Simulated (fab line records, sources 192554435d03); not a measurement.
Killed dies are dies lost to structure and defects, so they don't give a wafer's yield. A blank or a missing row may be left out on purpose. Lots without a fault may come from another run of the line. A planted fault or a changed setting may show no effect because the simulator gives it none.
Chamber matching | flow n5_finfet | N5_FIN_SAQP_HM_DEP_03 on pecvd-04: 3 sister chambers
The step deposits SiNx from SiH4/NH3/N2, target thk 38 nm, time 33.6 s. 6 wafers are shown with their chamber, then 9 later ones without.

WAFERS WITH THEIR CHAMBER
wafer  | chamber | throttle_valve_pct (%) | showerhead_plenum_p_Torr (Torr)
L080.1 | 1       | 41.9                   | 5.09
L080.2 | 2       | 39.6                   | 5.19
L080.3 | 0       | 43.7                   | 5.21
L085.4 | 1       | 41.8                   | 5.10
L085.5 | 0       | 43.9                   | 5.23
L085.6 | 2       | 39.7                   | 5.19

WAFERS WITHOUT THEIR CHAMBER
wafer  | throttle_valve_pct (%) | showerhead_plenum_p_Torr (Torr)
L087.1 | 39.5                   | 5.19
L087.2 | 43.9                   | 5.21
L087.3 | 41.6                   | 5.10
L094.1 | 43.9                   | 5.23
L094.2 | 40.0                   | 5.18
L094.3 | 41.8                   | 5.09
L095.3 | 43.8                   | 5.21
L095.5 | 41.6                   | 5.09
L095.6 | 43.7                   | 5.22

WHICH CHAMBER EACH WENT THROUGH
wafer  | from the rows above | in truth
L087.1 | 2                   | 2
L087.2 | 0                   | 0
L087.3 | 1                   | 1
L094.1 | 0                   | 0
L094.2 | 2                   | 2
L094.3 | 1                   | 1
L095.3 | 0                   | 0
L095.5 | 1                   | 1
L095.6 | 0                   | 0
Placed correctly: 9 of 9. Can't be placed from these rows: 0. Placed wrongly: 0.
How it was worked out, from the rows above alone: a wafer's distance from a chamber is the root of the sum, over the readings, of the square of ((its reading less the chamber's mean) divided by the reading's scatter). The wafer belongs to the nearest chamber; if the next one is less than 2 further off, it can't be placed. A chamber's mean is the mean of its shown wafers. The scatter: the root of (the sum of the squares of (reading less its chamber's mean) over the shown wafers, divided by (wafers less chambers)).
